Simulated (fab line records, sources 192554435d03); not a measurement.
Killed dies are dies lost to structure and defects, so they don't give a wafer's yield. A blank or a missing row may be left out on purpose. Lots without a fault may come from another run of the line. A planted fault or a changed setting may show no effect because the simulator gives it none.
Problem report in the 8D (eight disciplines) form, filled by code | flow n5_finfet | the parts of the form that need people (team, actions taken, sign-off) are left out

1. THE PROBLEM
killed_at_M4_up at N5_PASSIVATION_PROBE_49 reads a mean of 869 on 6 wafers of 2 lots; wafers without a fault read 14 with a standard deviation of 5.3. That is +99 or more standard deviations from the usual mean.
First seen on wafer L471.2, day 15 11:32, on prober-01. The record holds 30 wafers of 10 lots with a number at this step. Rule for "out", or "out of limits": more than 4 standard deviations from the usual mean. The other wafers with a number count as sound.

2. WHAT IT IS AND WHAT IT IS NOT
question                    | is                                                                                                                  | is not
which readings at this step | killed_at_M4_up, defect_limited_yield, killed_dies, killed_on_rim, sort_bin_5_function, sort_n_pass, sort_yield_pct | killed_at_M0_to_M3, killed_at_contacts, killed_at_front_end, killed_at_other, killed_short
which lots                  | L471, L472                                                                                                          | L459, L460, L461, L462, L463, L464, L466, L468
which wafers of those lots  | all that have a number                                                                                              | -
read on which tools         | prober-01, prober-02                                                                                                | -
when                        | from day 15 11:32                                                                                                   | up to then (24 sound wafers)

3. SUSPECTS, AND WHAT RULES EACH OUT
Counting: a tool at a process step up to the reading stays a suspect if it ran every lot that is out and no sound lot after the first of them.
- euv_scanner-01 at N5_BEOL_M4_EXPOSE_08 (exposes mask M4): kept. It ran every lot that is out, first L471 (day 10 14:34), and no sound lot after that; its last sound lot up to then is L468 (day 9 17:01).
- pvd_sputter-02 at N5_PASSIVATION_SPUTTER_20 (material TaN, target thk 50 nm): kept. It ran every lot that is out and that the record shows at this step, first L472 (day 15 08:53), and no sound lot after that; its last sound lot up to then is L463 (day 13 03:55). The record shows only 1 of the 2 lots at this step.
- rie_diel-06 at N5_PASSIVATION_STRIP_34 (strips in O2): kept. It ran every lot that is out and that the record shows at this step, first L472 (day 15 10:07), and no sound lot after that; its last sound lot up to then is L468 (day 13 19:41). The record shows only 1 of the 2 lots at this step.
Left after counting: euv_scanner-01 at N5_BEOL_M4_EXPOSE_08, pvd_sputter-02 at N5_PASSIVATION_SPUTTER_20, rie_diel-06 at N5_PASSIVATION_STRIP_34.

4. THE CAUSE (what the simulator had put in)
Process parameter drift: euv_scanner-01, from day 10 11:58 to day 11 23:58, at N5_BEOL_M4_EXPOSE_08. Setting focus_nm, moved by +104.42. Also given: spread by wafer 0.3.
Counting left 3 suspects, and this tool is among them.

5. THE CHAIN OF EFFECTS, in route order
Each row: a reading whose mean over the struck wafers that have a number lies more than 3 standard deviations from the usual. Only readings for which the record gives a usual standard deviation are gone through. hours: the time from each lot's start at the first step in this table that gives one to its start at this step, as a median over the lots. sigmas: the change in usual standard deviations.
hours | step                    | reading              | usual  | on struck wafers | change | sigmas
0     | N5_PASSIVATION_PROBE_49 | defect_limited_yield | 91.5 % | 18.8             | -72.7  | -56
0     | N5_PASSIVATION_PROBE_49 | killed_at_M4_up      | 14     | 869              | +855   | +99 or more
0     | N5_PASSIVATION_PROBE_49 | killed_dies          | 101    | 958              | +857   | +54
0     | N5_PASSIVATION_PROBE_49 | killed_on_rim        | 13     | 124              | +111   | +33
0     | N5_PASSIVATION_PROBE_49 | sort_bin_5_function  | 5.0 %  | 51.4             | +46.4  | +54
0     | N5_PASSIVATION_PROBE_49 | sort_bin_6_memory    | 3.2 %  | 15.3             | +12.1  | +18
0     | N5_PASSIVATION_PROBE_49 | sort_n_pass          | 1079   | 222              | -857   | -54
0     | N5_PASSIVATION_PROBE_49 | sort_yield_pct       | 91.5 % | 18.8             | -72.7  | -56
The process steps in it:
- N5_PASSIVATION_PROBE_49

6. WHAT WOULD HAVE CAUGHT IT SOONER
In this record the first reading out of limits was taken at day 15 11:32, 120 hours after the fault began at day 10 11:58.
All the lots that are out (2) had begun N5_BEOL_M4_EXPOSE_08 on euv_scanner-01 by day 15 11:32. A hold on the tool at that time would have spared none of them.
